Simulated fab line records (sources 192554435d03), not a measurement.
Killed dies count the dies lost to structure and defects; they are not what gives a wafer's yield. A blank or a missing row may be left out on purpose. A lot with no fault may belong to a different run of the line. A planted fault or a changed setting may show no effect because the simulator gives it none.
Which tool was responsible? || flow n5 finfet || 9 lots with 27 wafers sampled at 5 steps, on a route of 1938 steps

== WHAT THE GAUGES READ, wafer by wafer ==
N5_BEOL_M4_RC_MEAS_101.
{"lot": "L492", "measured": "day 8 14:59", "on": "prober-02", "DIBL_N (mV/V)": "31.8 33.0 34.4"}
{"lot": "L494", "measured": "day 8 18:32", "on": "prober-01", "DIBL_N (mV/V)": "36.6 36.1 38.4"}
{"lot": "L493", "measured": "day 8 23:19", "on": "prober-02", "DIBL_N (mV/V)": "37.5 39.7 38.2"}
{"lot": "L499", "measured": "day 10 07:19", "on": "prober-01", "DIBL_N (mV/V)": "36.5 38.1 37.2"}
{"lot": "L504", "measured": "day 11 17:28", "on": "prober-01", "DIBL_N (mV/V)": "38.3 39.4 38.6"}
{"lot": "L505", "measured": "day 11 19:24", "on": "prober-01", "DIBL_N (mV/V)": "36.3 37.4 37.3"}
{"lot": "L507", "measured": "day 11 23:17", "on": "prober-01", "DIBL_N (mV/V)": "35.6 36.9 33.8"}
{"lot": "L512", "measured": "day 13 10:04", "on": "prober-02", "DIBL_N (mV/V)": "36.7 38.1 38.2"}
{"lot": "L514", "measured": "day 13 21:25", "on": "prober-01", "DIBL_N (mV/V)": "38.1 37.5 37.7"}

== WHICH TOOL RAN EACH LOT (tool, then ch and the chambers of the sampled wafers, then the start) ==
{"lot": "L492", "N5_BEOL_M0_TRENCH_ETCH_107": "rie diel-05 ch 0,3, day 6 17:02", "N5_BEOL_M0_STRIP_142": "rie diel-05 ch 0,3, day 6 17:04", "N5_BEOL_M0_SURFACE_TREAT_137": "pvd sputter-02, day 6 17:45", "N5_BEOL_M1_COAT_61": "litho track-03 ch 0, day 6 20:34"}
{"lot": "L494", "N5_BEOL_M0_TRENCH_ETCH_107": "rie diel-06 ch 0,1,3, day 6 17:19", "N5_BEOL_M0_STRIP_142": "rie diel-06 ch 0,1,3, day 6 17:20", "N5_BEOL_M0_SURFACE_TREAT_137": "pvd sputter-03, day 6 18:02", "N5_BEOL_M1_COAT_61": "litho track-03 ch 0, day 6 20:51"}
{"lot": "L493", "N5_BEOL_M0_TRENCH_ETCH_107": "rie diel-06 ch 0,1,2, day 6 17:49", "N5_BEOL_M0_STRIP_142": "rie diel-06 ch 0,1,2, day 6 17:50", "N5_BEOL_M0_SURFACE_TREAT_137": "pvd sputter-01, day 6 18:43", "N5_BEOL_M1_COAT_61": "litho track-04 ch 0, day 6 20:54"}
{"lot": "L499", "N5_BEOL_M0_TRENCH_ETCH_107": "rie diel-01 ch 1,3, day 7 17:13", "N5_BEOL_M0_STRIP_142": "rie diel-01 ch 1,3, day 7 17:14", "N5_BEOL_M0_SURFACE_TREAT_137": "pvd sputter-03, day 7 20:26", "N5_BEOL_M1_COAT_61": "litho track-01 ch 0, day 8 02:34"}
{"lot": "L504", "N5_BEOL_M0_TRENCH_ETCH_107": "rie diel-01 ch 1,2, day 9 03:38", "N5_BEOL_M0_STRIP_142": "rie diel-01 ch 1,2, day 9 03:40", "N5_BEOL_M0_SURFACE_TREAT_137": "pvd sputter-01, day 9 04:38", "N5_BEOL_M1_COAT_61": "litho track-03 ch 0, day 9 11:09"}
{"lot": "L505", "N5_BEOL_M0_TRENCH_ETCH_107": "rie diel-05 ch 0,1,3, day 9 12:29", "N5_BEOL_M0_STRIP_142": "rie diel-05 ch 0,1,3, day 9 12:30", "N5_BEOL_M0_SURFACE_TREAT_137": "pvd sputter-01, day 9 14:11", "N5_BEOL_M1_COAT_61": "litho track-03 ch 0, day 9 19:41"}
{"lot": "L507", "N5_BEOL_M0_TRENCH_ETCH_107": "rie diel-05 ch 0,2,3, day 9 21:01", "N5_BEOL_M0_STRIP_142": "rie diel-05 ch 0,2,3, day 9 21:02", "N5_BEOL_M0_SURFACE_TREAT_137": "pvd sputter-02, day 9 23:46", "N5_BEOL_M1_COAT_61": "litho track-01 ch 0, day 10 03:08"}
{"lot": "L512", "N5_BEOL_M0_TRENCH_ETCH_107": "rie diel-06 ch 1,3, day 11 01:10", "N5_BEOL_M0_STRIP_142": "rie diel-06 ch 1,3, day 11 01:11", "N5_BEOL_M0_SURFACE_TREAT_137": "pvd sputter-01, day 11 02:26", "N5_BEOL_M1_COAT_61": "litho track-04 ch 0, day 11 06:34"}
{"lot": "L514", "N5_BEOL_M0_TRENCH_ETCH_107": "rie diel-01 ch 2,3, day 11 10:02", "N5_BEOL_M0_STRIP_142": "rie diel-01 ch 2,3, day 11 10:04", "N5_BEOL_M0_SURFACE_TREAT_137": "pvd sputter-02, day 11 10:55", "N5_BEOL_M1_COAT_61": "litho track-01 ch 0, day 11 15:28"}
- N5_BEOL_M0_TRENCH_ETCH_107: etches SiOC in C4F6/O2, target depth 32.8 nm, time 16.4 s.
- N5_BEOL_M0_STRIP_142: strips in N2/H2, time 10 s.
- N5_BEOL_M0_SURFACE_TREAT_137
- N5_BEOL_M1_COAT_61: time 60 s, resist thk 60 nm.

== THE ANSWER, worked out from the rows above alone ==
Rule: the usual values come from the lots themselves. Put in order of their means at a reading, lots are off if they are a third of the lots or fewer, leave a main group of 4 or more, and stand apart from it by a gap of 3 or more times the standard deviation of the main group's means; of several such gaps the widest counts. A main group is skipped when, at the precision printed for the reading in the tables above, its means are all equal. A lot without any number at a reading at which 4 lots or more have one is off too. Where the step has rows for the other lots, those lots are counted as sound.
No lot is off at any reading shown: from this, nothing can be told.

== WHAT WAS PUT IN BY THE SIMULATOR ==
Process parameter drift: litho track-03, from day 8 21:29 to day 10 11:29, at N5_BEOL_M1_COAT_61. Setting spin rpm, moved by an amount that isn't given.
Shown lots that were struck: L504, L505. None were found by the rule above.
